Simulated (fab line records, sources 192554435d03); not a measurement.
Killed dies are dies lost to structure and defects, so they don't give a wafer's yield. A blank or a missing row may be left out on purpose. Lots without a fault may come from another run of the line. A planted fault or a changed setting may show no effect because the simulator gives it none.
Chamber matching | flow n5_finfet | N5_MOL_CONTACT_COAG_ALD_131 on ald_sin-04: 4 sister chambers
The step deposits SiO2, target thk 5 nm, pulse time 1 s, co reactant pulse time 1 s. 8 wafers are shown with their chamber, then 8 later ones without.

WAFERS WITH THEIR CHAMBER
wafer  | chamber | heater_power_w (W) | precursor_pulse_height_rel
L081.4 | 3       | 71                 | 1.026
L081.6 | 1       | 66                 | 0.992
L082.2 | 3       | 71                 | 1.007
L082.4 | 2       | 84                 | 1.010
L091.1 | 2       | 84                 | 0.976
L091.3 | 1       | 63                 | 0.988
L091.4 | 0       | 84                 | 1.028
L089.1 | 0       | 82                 | 1.009

WAFERS WITHOUT THEIR CHAMBER
wafer  | heater_power_w (W) | precursor_pulse_height_rel
L089.4 | 69                 | 1.024
L089.6 | 84                 | 0.978
L092.2 | 83                 | 1.007
L092.4 | 65                 | 1.025
L092.6 | 69                 | 1.010
L095.1 | 85                 | 0.998
L095.2 | 72                 | 0.976
L095.4 | 81                 | 0.990

WHICH CHAMBER EACH WENT THROUGH
wafer  | from the rows above     | in truth
L089.4 | 3                       | 3
L089.6 | can't be placed: 2 or 0 | 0
L092.2 | can't be placed: 0 or 2 | 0
L092.4 | 1                       | 1
L092.6 | 3                       | 3
L095.1 | can't be placed: 2 or 0 | 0
L095.2 | 3                       | 3
L095.4 | can't be placed: 2 or 0 | 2
Placed correctly: 4 of 8. Can't be placed from these rows: 4 (the true chamber is among the candidates in 4). Placed wrongly: 0.
How it was worked out, from the rows above alone: a wafer's distance from a chamber is the root of the sum, over the readings, of the square of ((its reading less the chamber's mean) divided by the reading's scatter). The wafer belongs to the nearest chamber; if the next one is less than 2 further off, it can't be placed. A chamber's mean is the mean of its shown wafers. The scatter: the root of (the sum of the squares of (reading less its chamber's mean) over the shown wafers, divided by (wafers less chambers)).
